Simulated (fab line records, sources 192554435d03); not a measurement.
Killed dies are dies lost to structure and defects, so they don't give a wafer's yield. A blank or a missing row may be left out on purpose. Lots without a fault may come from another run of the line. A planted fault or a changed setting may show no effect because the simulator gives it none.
fab line records | flow n5_finfet
record lots=24 wafers=72 last_day=17
route steps=1938 shown BEOL_M3@1009 BEOL_M4@1034
lots that met no fault: from a run of the same line without faults
start_h: hours from the record's first day to the start of the lot's first wafer shown | wait_h: hours since the lot's step before | " the same as in the row above | L1.1+2: a row that stands for several wafers | - no value, or no start given | * or withheld: withheld | < > ~ a bound
route shown NAME@n: a module of which the file shows steps, and the number in the route of the first | usual: mean/standard deviation of fault-free wafers | same: alike in all rows | chamber/n: place in a boat | sites: the reading at each site | _std_site: their standard deviation | _edge_site: outer sites' mean less inner sites' | radius_mm: how far each site lies from the wafer's centre | mask NAME#n: copy n | behind: the tool/chamber that last shaped the wafer | hold: why the lot was held/for how many hours/how that ended | device: the transistor (n, p or np) that didn't switch | end of line: the same wafers' tests at the end of the route | a step without rows: its recipe alone | killed: dies lost to structure and defects at the first sort, not the wafer's yield | map: a wafer's dies, x killed, . not, _ none there
set.NAME: the setting as run; set.NAME@STEP: as run at that earlier step | model.NAME: the simulator's own value behind a step, which no gauge read
steps of the route over a sample of lots; a table a step, a row a wafer
services: from which hour (start_h, from the record's first day; less than 0 if before it) a tool's chamber was out of use, for how many hours, and why
## steps
# step N5_BEOL_M3_ANNEAL_95
# recipe temp_c=400 time_s=240 ambient=vacuum
# usual heater_power_w=872/110 susceptor_temp_C=400.02/0.21
# columns lot.wafer tool chamber start_h wait_h heater_power_w susceptor_temp_C
L074.3 pvd_sputter-02 - 153.62 0.0 865 399.95
L074.4 " - " " 802 400.12
L074.6 " - " " 843 399.96
L075.3 pvd_sputter-01 - 157.11 0.0 836 400.26
L075.4 " - " " 910 399.85
L075.5 " - " " 827 399.97
L076.2 pvd_sputter-01 - 161.02 0.0 831 399.91
L076.5 " - " " 803 400.07
L076.6 " - " " 925 399.92
L077.1 pvd_sputter-01 - 164.56 0.0 935 399.83
L077.4 " - " " 931 399.94
L077.5 " - " " 821 400.21
L078.2 pvd_sputter-03 - 174.26 0.0 1165 400.03
L078.5 " - " " 792 399.95
L078.6 " - " " 1154 400.45
L079.2 pvd_sputter-03 - 180.26 0.0 806 400.13
L079.3 " - " " 876 399.68
L079.6 " - " " 1193 400.19
L080.2 pvd_sputter-02 - 190.13 0.0 837 400.04
L080.3 " - " " 870 399.88
L080.4 " - " " 693 400.22
L081.1 pvd_sputter-01 - 192.06 0.0 837 400.29
L081.3 " - " " 909 400.11
L081.4 " - " " 907 399.92
L083.1 pvd_sputter-02 - 200.59 0.0 794 400.01
L083.5 " - " " 857 400.18
L083.6 " - " " 809 400.16
L082.2 pvd_sputter-02 - 202.43 0.0 847 400.05
L082.3 " - " " 699 400.25
L082.4 " - " " 833 400.15
L084.1 pvd_sputter-01 - 207.95 0.0 825 399.74
L084.5 " - " " 900 400.15
L084.6 " - " " 812 399.68
L085.2 pvd_sputter-01 - 215.49 0.0 822 400.20
L085.3 " - " " 917 400.34
L085.4 " - " " 912 400.10
L086.2 pvd_sputter-03 - 227.24 0.0 1189 400.20
L086.3 " - " " 870 400.19
L086.6 " - " " 771 400.05
L088.3 pvd_sputter-03 - 233.79 0.0 1196 399.84
L088.4 " - " " 992 399.90
L088.6 " - " " 1167 399.86
L087.2 pvd_sputter-02 - 235.15 0.0 708 400.18
L087.4 " - " " 857 399.75
L087.5 " - " " 846 399.57
L089.2 pvd_sputter-03 - 243.81 0.0 1166 400.09
L089.5 " - " " 875 399.70
L089.6 " - " " 803 400.09
L091.2 pvd_sputter-01 - 249.58 0.0 908 400.11
L091.5 " - " " 930 399.76
L091.6 " - " " 903 399.77
L090.1 pvd_sputter-03 - 254.96 0.0 780 399.78
L090.5 " - " " 975 400.32
L090.6 " - " " 1214 400.16
L093.1 pvd_sputter-02 - 264.96 0.0 687 399.83
L093.3 " - " " 807 400.17
L093.6 " - " " 707 399.92
L092.1 pvd_sputter-01 - 269.85 0.0 818 400.02
L092.2 " - " " 800 400.25
L092.4 " - " " 915 400.18
L094.2 pvd_sputter-01 - 271.69 0.0 925 400.33
L094.4 " - " " 798 399.85
L094.5 " - " " 820 399.79
L096.2 pvd_sputter-01 - 282.75 0.0 914 400.05
L096.4 " - " " 822 400.11
L096.6 " - " " 851 399.96
L095.4 pvd_sputter-02 - 283.10 0.0 850 399.73
L095.5 " - " " 824 399.93
L095.6 " - " " 855 400.52
L097.4 pvd_sputter-02 - 287.78 0.0 805 400.23
L097.5 " - " " 868 400.19
L097.6 " - " " 717 400.08
# step N5_BEOL_M4_CD_MEAS_11
# recipe target_cd_nm=16.79 landing_energy_ev=500 detector=se_inlens polarity=opening
# usual cd_nm=16.80/0.23
# columns lot.wafer tool chamber start_h wait_h cd_nm
L074.3 cd_sem-02 0 155.66 - 16.89
L074.4 " 0 " " 17.13
L074.6 " 0 " " 16.81
L075.3 cd_sem-02 0 159.03 - 16.82
L075.4 " 0 " " 16.94
L075.5 " 0 " " 16.90
L076.2 cd_sem-02 0 165.75 - 16.79
L076.5 " 0 " " 16.83
L076.6 " 0 " " 16.80
L077.1 cd_sem-02 0 166.49 - 16.91
L077.4 " 0 " " 16.71
L077.5 " 0 " " 16.82
L078.2 cd_sem-03 0 176.67 - 16.95
L078.5 " 0 " " 16.92
L078.6 " 0 " " 17.00
L079.2 cd_sem-02 0 182.76 - 17.30
L079.3 " 0 " " 16.84
L079.6 " 0 " " 17.22
L080.2 cd_sem-03 0 193.85 - 16.95
L080.3 " 0 " " 16.52
L080.4 " 0 " " 16.68
L081.1 cd_sem-03 0 194.47 - 16.95
L081.3 " 0 " " 16.66
L081.4 " 0 " " 16.74
L083.1 cd_sem-03 0 202.58 - 16.43
L083.5 " 0 " " 17.30
L083.6 " 0 " " 17.23
L082.2 cd_sem-02 0 205.43 - 17.16
L082.3 " 0 " " 17.13
L082.4 " 0 " " 16.65
L084.1 cd_sem-02 0 212.05 - 16.82
L084.5 " 0 " " 16.51
L084.6 " 0 " " 16.84
L085.2 cd_sem-01 0 217.34 - 16.62
L085.3 " 0 " " 17.14
L085.4 " 0 " " 16.80
L086.2 cd_sem-02 0 230.19 - 16.88
L086.3 " 0 " " 16.99
L086.6 " 0 " " 16.70
L088.3 cd_sem-03 0 236.69 - 16.84
L088.4 " 0 " " 16.89
L088.6 " 0 " " 16.87
L087.2 cd_sem-02 0 237.34 - 16.21
L087.4 " 0 " " 16.58
L087.5 " 0 " " 16.72
L089.2 cd_sem-03 0 247.12 - 16.44
L089.5 " 0 " " 16.83
L089.6 " 0 " " 16.94
L091.2 cd_sem-02 0 252.23 - 17.08
L091.5 " 0 " " 16.43
L091.6 " 0 " " 17.05
L090.1 cd_sem-03 0 257.95 - 16.84
L090.5 " 0 " " 16.68
L090.6 " 0 " " 16.79
L093.1 cd_sem-01 0 267.88 - 16.52
L093.3 " 0 " " 16.75
L093.6 " 0 " " 16.92
L092.1 cd_sem-01 0 272.82 - 16.13
L092.2 " 0 " " 16.77
L092.4 " 0 " " 16.75
L094.2 cd_sem-03 0 275.61 - 16.79
L094.4 " 0 " " 17.05
L094.5 " 0 " " 16.70
L096.2 cd_sem-03 0 284.91 - 16.42
L096.4 " 0 " " 16.86
L096.6 " 0 " " 17.18
L095.4 cd_sem-02 0 285.34 - 17.07
L095.5 " 0 " " 16.99
L095.6 " 0 " " 16.85
L097.4 cd_sem-03 0 290.70 - 16.69
L097.5 " 0 " " 16.73
L097.6 " 0 " " 16.92
# step N5_BEOL_M4_DESCUM_33
# recipe chemistry=O2 time_s=7 source_power_w=50 bias_power_w=20 pressure_mtorr=20 rf_frequency_hz=2.712e+07 temp_c=40 resist=CAR-EUV o2_flow_sccm=225
# usual drypump_motor_current_A=5.8/0.36 oes_product_au=0.84/0.094 rf_vpp_V=243.6/1.5 showerhead_plenum_p_Torr=2.12/0.078 throttle_valve_pct=20.44/0.27
# columns lot.wafer tool chamber start_h wait_h drypump_motor_current_A oes_product_au rf_hours_counter_h rf_vpp_V showerhead_plenum_p_Torr throttle_valve_pct
L074.3 rie_diel-05 3 156.84 0.0 5.7 0.97 5 244.3 2.07 20.33
L074.4 " 0 " " 5.8 0.86 - 245.5 2.22 20.76
L074.6 " 2 " " 6.0 0.68 - 243.5 2.15 20.78
L075.3 rie_diel-05 3 160.32 0.0 5.7 0.96 7 242.4 2.07 20.33
L075.4 " 0 " " 5.8 0.85 - 244.7 2.21 20.77
L075.5 " 2 " " 6.0 0.69 - 243.1 2.15 20.76
L076.2 rie_diel-05 3 166.97 0.0 5.7 0.95 9 244.0 2.07 20.33
L076.5 " 0 " " 5.7 0.84 - 245.6 2.21 20.77
L076.6 " 2 " " 6.0 0.69 - 244.9 2.15 20.77
L077.1 rie_diel-06 0 167.64 0.1 5.7 0.69 248 241.2 1.97 20.63
L077.4 " 3 " " 5.6 0.66 246 241.0 2.06 20.70
L077.5 " 3 " " 5.6 0.67 - 241.6 2.06 20.70
L078.2 rie_diel-05 2 177.94 0.3 6.0 0.69 230 243.7 2.15 20.77
L078.5 " 0 " " 5.7 0.84 - 245.0 2.21 20.76
L078.6 " 3 " " 5.7 0.93 - 241.4 2.06 20.33
L079.2 rie_diel-06 3 183.76 0.0 5.6 0.66 253 242.4 2.06 20.72
L079.3 " 2 " " 6.3 0.95 11 244.1 2.22 20.03
L079.6 " 3 " " 5.6 0.66 - 241.2 2.06 20.71
L080.2 rie_diel-02 2 195.15 0.1 5.6 0.76 139 242.5 2.01 20.70
L080.3 " 0 " " 6.1 0.93 17 241.7 2.04 20.18
L080.4 " 3 " " 6.5 0.78 101 245.7 2.20 20.24
L081.1 rie_diel-02 1 195.76 0.1 5.6 0.93 11 242.2 2.05 20.16
L081.3 " 3 " " 6.6 0.78 102 246.5 2.20 20.25
L081.4 " 0 " " 6.1 0.92 17 241.9 2.04 20.16
L083.1 rie_diel-02 3 203.70 0.0 6.5 0.78 104 245.3 2.20 20.26
L083.5 " 2 " " 5.7 0.74 - 241.3 2.01 20.69
L083.6 " 3 " " 6.6 0.77 - 244.9 2.20 20.25
L082.2 rie_diel-02 2 207.33 0.0 5.7 0.74 145 242.4 2.01 20.71
L082.3 " 3 " " 6.6 0.78 106 244.3 2.20 20.27
L082.4 " 0 " " 6.1 0.92 21 242.4 2.04 20.17
L084.1 rie_diel-02 0 214.73 1.2 6.1 0.91 24 242.5 2.04 20.18
L084.5 " 0 " " 6.1 0.91 - 242.5 2.04 20.17
L084.6 " 3 " " 6.6 0.77 - 245.6 2.20 20.26
L085.2 rie_diel-06 1 218.46 0.0 5.2 0.71 216 245.4 2.15 20.79
L085.3 " 0 " " 5.7 0.93 17 244.8 2.22 20.34
L085.4 " 3 " " 5.6 0.95 3 242.7 2.05 20.37
L086.2 rie_diel-05 0 231.49 0.2 5.8 0.82 74 243.7 2.21 20.79
L086.3 " 3 " " 5.7 0.90 30 242.9 2.06 20.36
L086.6 " 3 " " 5.7 0.90 - 242.2 2.06 20.35
L088.3 rie_diel-06 2 238.02 0.2 6.3 0.90 35 245.8 2.21 20.06
L088.4 " 0 " " 5.7 0.91 24 244.2 2.22 20.35
L088.6 " 1 " " 5.2 0.71 - 244.9 2.15 20.80
L087.2 rie_diel-05 3 238.88 0.0 5.7 0.90 32 242.1 2.06 20.38
L087.4 " 2 " " 6.0 0.67 249 243.4 2.14 20.80
L087.5 " 2 " " 6.1 0.68 - 244.3 2.14 20.81
L089.2 rie_diel-06 0 248.83 0.0 5.7 0.91 28 243.8 2.22 20.36
L089.5 " 0 " " 5.7 0.90 - 244.9 2.22 20.34
L089.6 " 1 " " 5.2 0.70 - 243.5 2.15 20.82
L091.2 rie_diel-06 1 253.23 0.0 5.2 0.70 228 244.7 2.15 20.81
L091.5 " 1 " " 5.2 0.70 - 243.8 2.15 20.82
L091.6 " 2 " " 6.3 0.88 - 245.3 2.21 20.08
L090.1 rie_diel-02 2 259.75 0.2 5.7 0.73 162 242.7 2.00 20.71
L090.5 " 2 " " 5.7 0.73 - 240.2 2.00 20.71
L090.6 " 1 " " 5.6 0.89 - 242.6 2.04 20.19
L093.1 rie_diel-05 3 269.12 0.0 5.7 0.88 45 242.8 2.05 20.38
L093.3 " 1 " " 5.4 0.91 33 243.5 2.04 20.20
L093.6 " 0 " " 5.8 0.81 - 243.7 2.20 20.81
L092.1 rie_diel-06 2 274.13 0.1 6.3 0.87 49 244.8 2.21 20.08
L092.2 " 3 " " 5.6 0.89 24 242.0 2.05 20.39
L092.4 " 1 " " 5.2 0.70 236 245.7 2.15 20.84
L094.2 rie_diel-06 0 277.07 0.4 5.7 0.88 39 244.6 2.22 20.37
L094.4 " 2 " " 6.3 0.86 50 244.8 2.21 20.08
L094.5 " 2 " " 6.3 0.85 - 244.2 2.21 20.09
L096.2 rie_diel-02 0 285.99 0.1 6.1 0.86 51 240.9 2.03 20.22
L096.4 " 3 " " 6.6 0.74 136 244.1 2.19 20.28
L096.6 " 0 " " 6.1 0.86 - 241.0 2.03 20.22
L095.4 rie_diel-05 0 286.55 0.1 5.8 0.79 96 245.2 2.20 20.82
L095.5 " 3 " " 5.7 0.87 - 242.3 2.05 20.39
L095.6 " 0 " " 5.8 0.79 - 245.8 2.20 20.85
L097.4 rie_diel-05 2 291.82 0.0 6.0 0.92 11 244.2 2.14 20.44
L097.5 " 2 " " 6.0 0.92 - 244.4 2.14 20.42
L097.6 " 3 " " 5.7 0.87 - 242.0 2.05 20.42
# step N5_BEOL_M4_ALD_98
# recipe material=SiO2 target_thk_a=25 temp_c=100 ald_precursor_family=BDEAS ald_co_reactant=O2-plasma pulse_time_s=1 co_reactant_pulse_time_s=1 purge_time_s=2 co_reactant_purge_time_s=2 ald_cycles=17 pressure_torr=2
# usual heater_power_outer_w=41/4.6 heater_power_w=80/7.3 precursor_pulse_height_rel=1.000/0.02 susceptor_temp_C=100.01/0.12
# same pulse_time_s=1
# columns lot.wafer tool chamber start_h wait_h heater_power_outer_w heater_power_w precursor_pulse_height_rel susceptor_temp_C
L074.3 ald_sin-02 0 157.17 0.3 39 73 0.980 100.00
L074.4 " 2 " " 42 78 1.009 99.99
L074.6 " 1 " " 50 96 1.006 99.89
L075.3 ald_sin-02 1 160.45 0.1 50 97 1.005 99.83
L075.4 " 0 " " 38 73 0.997 100.11
L075.5 " 3 " " 44 85 1.004 100.23
L076.2 ald_sin-04 3 167.46 0.4 37 80 1.008 100.04
L076.5 " 1 " " 38 79 0.987 99.94
L076.6 " 0 " " 35 77 0.984 99.83
L077.1 ald_sin-04 0 167.78 0.1 36 73 0.993 99.95
L077.4 " 1 " " 38 80 0.976 100.00
L077.5 " 2 " " 34 70 0.996 100.18
L078.2 ald_sin-03 3 179.53 1.5 43 77 1.001 100.11
L078.5 " 3 " " 43 78 0.978 100.24
L078.6 " 0 " " 43 78 0.980 100.08
L079.2 ald_sin-02 0 183.92 0.1 39 75 1.012 100.13
L079.3 " 1 " " 50 95 1.027 100.09
L079.6 " 1 " " 50 95 0.999 100.19
L080.2 ald_sin-02 0 195.40 0.2 38 74 0.967 100.06
L080.3 " 1 " " 49 94 0.988 100.07
L080.4 " 3 " " 45 88 1.031 100.03
L081.1 ald_sin-02 3 195.90 0.1 45 86 0.992 100.16
L081.3 " 2 " " 42 77 0.979 100.06
L081.4 " 1 " " 50 97 0.947 100.08
L083.1 ald_sin-04 0 203.83 0.1 36 78 1.020 99.98
L083.5 " 0 " " 36 80 1.005 100.09
L083.6 " 3 " " 35 73 0.999 99.90
L082.2 ald_sin-03 0 207.46 0.1 42 75 0.988 99.74
L082.3 " 1 " " 48 87 0.980 99.88
L082.4 " 2 " " 37 75 1.016 100.02
L084.1 ald_sin-03 2 214.86 0.1 39 74 1.012 100.08
L084.5 " 2 " " 37 75 1.008 100.19
L084.6 " 1 " " 48 88 0.989 100.14
L085.2 ald_sin-03 2 218.60 0.1 38 75 0.995 99.96
L085.3 " 3 " " 42 77 1.011 99.88
L085.4 " 1 " " 48 87 0.994 100.02
L086.2 ald_sin-02 3 231.62 0.1 45 88 1.024 100.17
L086.3 " 2 " " 43 78 0.976 100.09
L086.6 " 2 " " 42 78 1.017 100.13
L088.3 ald_sin-02 0 238.16 0.1 39 74 0.999 100.22
L088.4 " 1 " " 50 95 0.997 100.01
L088.6 " 1 " " 51 94 0.998 99.97
L087.2 ald_sin-02 1 239.02 0.1 49 97 1.022 99.82
L087.4 " 2 " " 41 80 0.962 99.93
L087.5 " 2 " " 42 78 1.020 99.84
L089.2 ald_sin-03 1 248.96 0.1 48 87 0.971 99.83
L089.5 " 1 " " 48 89 0.972 99.89
L089.6 " 0 " " 43 79 0.981 100.01
L091.2 ald_sin-04 2 253.37 0.1 37 73 0.991 100.03
L091.5 " 1 " " 42 86 1.002 99.92
L091.6 " 2 " " 36 73 0.978 100.11
L090.1 ald_sin-02 1 259.88 0.1 50 97 1.020 99.84
L090.5 " 0 " " 38 74 0.983 100.10
L090.6 " 1 " " 49 97 1.023 99.98
L093.1 ald_sin-02 0 269.28 0.1 39 75 0.990 100.15
L093.3 " 2 " " 43 78 1.017 100.00
L093.6 " 3 " " 44 86 0.999 100.05
L092.1 ald_sin-02 2 274.29 0.1 42 79 1.017 100.05
L092.2 " 0 " " 39 75 0.993 99.87
L092.4 " 1 " " 51 97 1.001 100.14
L094.2 ald_sin-04 3 277.51 0.4 36 76 1.012 100.08
L094.4 " 1 " " 41 84 0.960 100.17
L094.5 " 2 " " 38 73 1.041 100.04
L096.2 ald_sin-04 3 286.12 0.1 35 73 1.020 100.13
L096.4 " 0 " " 37 79 1.026 99.88
L096.6 " 1 " " 40 84 0.989 99.73
L095.4 ald_sin-04 0 286.69 0.1 37 77 0.979 99.93
L095.5 " 3 " " 35 74 0.982 99.81
L095.6 " 2 " " 37 74 1.017 100.02
L097.4 ald_sin-03 1 291.96 0.1 48 88 0.976 99.85
L097.5 " 2 " " 38 75 0.989 100.05
L097.6 " 1 " " 48 87 1.046 99.73
# step N5_BEOL_M4_ETCH_41
# recipe chemistry=CH3F/O2 target=SiCN target_depth_a=299 taper_deg=2 time_s=52.5 ion_energy_ev=120 mask_material=TiN pressure_mtorr=30 source_w=395 bias_w=75 Ar_flow_sccm=150 CH3F_flow_sccm=30 O2_flow_sccm=20
# usual CH3F_flow_sccm=30.00/0.095 drypump_motor_current_A=5.8/0.34 oes_product_au=0.84/0.094 rf_vpp_V=297.5/1.7 showerhead_plenum_p_Torr=2.01/0.072 throttle_valve_pct=16.31/0.26
# columns lot.wafer tool chamber start_h wait_h CH3F_flow_sccm drypump_motor_current_A oes_product_au rf_hours_counter_h rf_vpp_V showerhead_plenum_p_Torr throttle_valve_pct
L074.3 rie_diel-02 2 - - 30.09 5.7 0.77 127 296.4 1.93 16.56
L074.4 " 2 " " 30.01 5.7 0.77 - 295.4 1.93 16.55
L074.6 " 3 " " 29.98 6.6 0.79 - 300.2 2.11 16.15
L075.3 rie_diel-02 1 - - 29.91 5.6 1.00 1 296.8 1.97 16.01
L075.4 " 2 " " 29.84 5.7 0.76 129 296.0 1.92 16.54
L075.5 " 3 " " 29.95 6.6 0.79 - 299.7 2.11 16.14
L076.2 rie_diel-06 0 - - 30.01 5.7 0.69 250 294.6 1.88 16.60
L076.5 " 1 " " 29.77 5.2 0.72 - 299.8 2.07 16.69
L076.6 " 2 " " 30.01 6.3 0.96 - 298.6 2.13 15.90
L077.1 rie_diel-05 3 - - 29.93 5.7 0.95 11 297.4 1.96 16.13
L077.4 " 2 " " 29.88 6.0 0.69 - 298.1 2.05 16.67
L077.5 " 3 " " 29.91 5.7 0.93 - 296.7 1.96 16.12
L078.2 rie_diel-06 3 - - 29.87 5.6 0.67 252 296.2 1.96 16.62
L078.5 " 2 " " 30.06 6.3 0.95 - 301.2 2.13 15.91
L078.6 " 1 " " 29.93 5.2 0.72 - 298.6 2.07 16.70
L079.2 rie_diel-05 0 - - 30.16 5.8 0.83 62 301.0 2.11 16.59
L079.3 " 1 " " 30.05 5.5 0.99 6 296.9 1.97 16.10
L079.6 " 1 " " 30.04 5.5 0.99 - 297.7 1.97 16.09
L080.2 rie_diel-05 2 - - 29.87 6.0 0.68 238 298.1 2.05 16.68
L080.3 " 1 " " 29.88 5.5 0.97 9 296.7 1.97 16.10
L080.4 " 3 " " 29.95 5.7 0.92 22 296.9 1.96 16.12
L081.1 rie_diel-02 2 - - 29.85 5.6 0.75 141 295.8 1.92 16.58
L081.3 " 3 " " 30.06 6.6 0.79 103 299.7 2.11 16.19
L081.4 " 0 " " 30.10 6.1 0.92 18 298.2 1.96 16.07
L083.1 rie_diel-02 1 - - 29.96 5.6 0.93 15 295.6 1.96 16.04
L083.5 " 0 " " 29.97 6.1 0.91 - 297.9 1.96 16.07
L083.6 " 1 " " 29.92 5.6 0.93 - 296.5 1.96 16.05
L082.2 rie_diel-06 2 - - 29.93 6.3 0.90 26 300.0 2.12 15.94
L082.3 " 0 " " 29.89 5.7 0.94 15 300.0 2.13 16.18
L082.4 " 3 " " 29.97 5.6 0.98 1 295.0 1.96 16.16
L084.1 rie_diel-06 3 - - 30.16 5.6 0.97 2 295.7 1.96 16.15
L084.5 " 1 " " 29.99 5.2 0.71 - 299.2 2.06 16.73
L084.6 " 2 " " 29.85 6.3 0.90 - 298.8 2.12 15.95
L085.2 rie_diel-02 3 - - 30.09 6.6 0.77 111 298.6 2.10 16.18
L085.3 " 0 " " 29.87 6.1 0.90 27 295.3 1.96 16.08
L085.4 " 1 " " 30.12 5.6 0.92 22 297.2 1.96 16.05
L086.2 rie_diel-05 0 - - 30.06 5.8 0.82 75 299.9 2.10 16.63
L086.3 " 3 " " 30.16 5.7 0.90 31 295.0 1.96 16.13
L086.6 " 2 " " 29.93 6.0 0.67 - 295.8 2.04 16.71
L088.3 rie_diel-05 2 - - 29.91 6.0 0.67 248 297.1 2.04 16.71
L088.4 " 3 " " 30.08 5.7 0.89 32 295.8 1.95 16.15
L088.6 " 1 " " 29.85 5.4 0.95 - 297.2 1.97 16.13
L087.2 rie_diel-05 1 - - 30.09 5.5 0.96 20 297.1 1.97 16.10
L087.4 " 0 " " 29.91 5.8 0.83 77 299.8 2.10 16.64
L087.5 " 2 " " 30.04 6.0 0.67 - 300.5 2.04 16.73
L089.2 rie_diel-02 1 - - 30.02 5.6 0.88 34 296.9 1.96 16.09
L089.5 " 1 " " 30.04 5.6 0.88 - 297.1 1.96 16.08
L089.6 " 0 " " 30.04 6.1 0.87 - 296.6 1.95 16.11
L091.2 rie_diel-05 1 - - 29.95 5.5 0.93 29 295.7 1.96 16.14
L091.5 " 1 " " 29.81 5.5 0.91 - 296.7 1.96 16.14
L091.6 " 3 " " 30.11 5.7 0.88 - 297.0 1.95 16.17
L090.1 rie_diel-05 0 - - 30.02 5.8 0.81 87 299.5 2.10 16.66
L090.5 " 3 " " 30.03 5.7 0.89 - 296.0 1.95 16.17
L090.6 " 1 " " 30.03 5.4 0.91 - 296.8 1.96 16.15
L093.1 rie_diel-06 1 - - 30.11 5.2 0.70 235 297.0 2.06 16.77
L093.3 " 2 " " 30.15 6.3 0.86 48 299.6 2.12 16.00
L093.6 " 3 " " 30.05 5.6 0.90 - 296.5 1.95 16.18
L092.1 rie_diel-05 2 - - 30.04 6.0 0.93 6 297.2 2.04 16.23
L092.2 " 3 " " 30.01 5.7 0.86 49 296.3 1.95 16.17
L092.4 " 0 " " 29.84 5.7 0.80 92 299.5 2.10 16.66
L094.2 rie_diel-02 1 - - 30.23 5.6 0.87 45 297.9 1.95 16.08
L094.4 " 3 " " 30.05 6.5 0.75 - 297.7 2.09 16.25
L094.5 " 2 " " 30.14 5.7 0.73 - 295.5 1.91 16.62
L096.2 rie_diel-05 0 - - 30.00 5.8 0.80 96 298.0 2.10 16.67
L096.4 " 3 " " 30.05 5.7 0.86 52 296.3 1.95 16.19
L096.6 " 2 " " 30.03 6.0 0.92 - 300.1 2.04 16.26
L097.4 rie_diel-05 3 - - 30.10 5.7 0.86 53 296.6 1.95 16.18
L097.5 " 1 " " 30.09 5.4 0.89 - 295.4 1.96 16.15
L097.6 " 0 " " 29.94 5.8 0.79 - 298.5 2.10 16.67
L095.4 rie_diel-02 0 - - 29.99 6.1 0.85 55 296.0 1.95 16.15
L095.5 " 1 " " 29.88 5.6 0.87 - 296.2 1.95 16.11
L095.6 " 2 " " 29.93 5.7 0.73 - 294.9 1.91 16.65
# step N5_BEOL_M4_PRE_CLEAN_45
# recipe gas=H2/He time_s=30 temp_c=250
# usual heater_power_w=352/42 susceptor_temp_C=250.00/0.16
# columns lot.wafer tool chamber start_h wait_h heater_power_w susceptor_temp_C
L074.3 pvd_sputter-01 - 162.34 0.0 367 249.68
L074.4 " - " " 344 250.08
L074.6 " - " " 347 249.69
L075.3 pvd_sputter-03 - 168.36 0.0 385 249.98
L075.4 " - " " 313 249.83
L075.5 " - " " 479 249.88
L076.2 pvd_sputter-03 - 171.40 0.0 312 249.70
L076.5 " - " " 397 250.16
L076.6 " - " " 345 250.11
L077.1 pvd_sputter-01 - 171.90 0.0 364 249.95
L077.4 " - " " 365 249.83
L077.5 " - " " 369 249.99
L078.2 pvd_sputter-01 - 182.74 0.0 359 250.10
L078.5 " - " " 335 250.02
L078.6 " - " " 333 249.98
L079.2 pvd_sputter-03 - 190.83 0.0 477 249.76
L079.3 " - " " 341 249.87
L079.6 " - " " 312 250.17
L080.2 pvd_sputter-02 - 198.63 0.0 322 249.97
L080.3 " - " " 343 249.84
L080.4 " - " " 282 250.36
L081.1 pvd_sputter-02 - 198.75 0.0 341 249.78
L081.3 " - " " 279 250.15
L081.4 " - " " 341 250.41
L083.1 pvd_sputter-01 - 205.87 0.0 333 250.21
L083.5 " - " " 359 249.94
L083.6 " - " " 326 249.87
L082.2 pvd_sputter-01 - 213.43 0.0 358 249.98
L082.3 " - " " 329 250.21
L082.4 " - " " 327 249.81
L084.1 pvd_sputter-03 - 216.35 0.0 348 250.30
L084.5 " - " " 394 250.08
L084.6 " - " " 345 250.13
L085.2 pvd_sputter-02 - 221.36 0.0 360 249.92
L085.3 " - " " 280 250.30
L085.4 " - " " 326 250.10
L086.2 pvd_sputter-02 - 236.85 0.0 338 249.88
L086.3 " - " " 342 249.79
L086.6 " - " " 349 250.44
L088.3 pvd_sputter-01 - 238.92 0.0 336 249.77
L088.4 " - " " 357 250.07
L088.6 " - " " 363 250.14
L087.2 pvd_sputter-01 - 240.85 0.0 338 249.93
L087.4 " - " " 369 249.89
L087.5 " - " " 332 250.02
L089.2 pvd_sputter-03 - 251.91 0.0 337 250.05
L089.5 " - " " 394 250.10
L089.6 " - " " 478 249.75
L091.2 pvd_sputter-01 - 259.30 0.0 330 250.12
L091.5 " - " " 366 250.33
L091.6 " - " " 374 250.03
L090.1 pvd_sputter-02 - 262.54 0.0 329 250.09
L090.5 " - " " 339 249.99
L090.6 " - " " 285 249.93
L093.1 pvd_sputter-03 - 274.71 0.0 310 249.84
L093.3 " - " " 476 250.06
L093.6 " - " " 468 250.18
L092.1 pvd_sputter-02 - 277.53 0.0 341 249.92
L092.2 " - " " 283 250.05
L092.4 " - " " 333 249.97
L094.2 pvd_sputter-02 - 280.99 0.0 343 250.07
L094.4 " - " " 327 249.88
L094.5 " - " " 280 250.01
L096.2 pvd_sputter-01 - 290.22 0.0 364 250.02
L096.4 " - " " 332 249.76
L096.6 " - " " 359 250.00
L097.4 pvd_sputter-01 - 292.92 0.0 359 250.00
L097.5 " - " " 330 249.94
L097.6 " - " " 367 249.99
L095.4 pvd_sputter-01 - 297.71 0.0 364 249.89
L095.5 " - " " 372 249.91
L095.6 " - " " 327 250.08
## services
# columns tool chamber start_h hours kind
rie_diel-05 3 130.11 - clean
rie_diel-05 3 130.11 - consumable_replace:focus_ring
rie_diel-05 3 130.11 17.8 scheduled_down
rie_diel-05 3 130.11 17.8 vent_cycle
ald_sin-03 - 131.06 1.0 repair
rie_diel-05 0 132.36 12.9 repair
rie_diel-06 0 144.48 15.5 repair
rie_diel-05 1 148.05 - clean
rie_diel-05 1 148.05 - consumable_replace:focus_ring
rie_diel-05 1 148.05 25.0 scheduled_down
pvd_sputter-01 - 158.45 0.9 repair
rie_diel-06 - 159.76 0.7 repair
ald_sin-04 - 177.59 14.0 pm
ald_sin-03 2 182.01 9.5 repair
rie_diel-05 - 202.85 11.3 repair
rie_diel-02 2 225.20 7.3 repair
ald_sin-03 2 253.74 8.2 repair
ald_sin-02 3 259.08 4.8 repair
rie_diel-06 - 265.39 0.7 repair
rie_diel-06 - 270.83 0.2 repair
ald_sin-03 - 271.07 1.1 repair
rie_diel-02 0 279.12 2.5 repair
rie_diel-06 2 288.40 8.9 repair
ald_sin-02 0 294.27 7.1 repair
## key
fault none
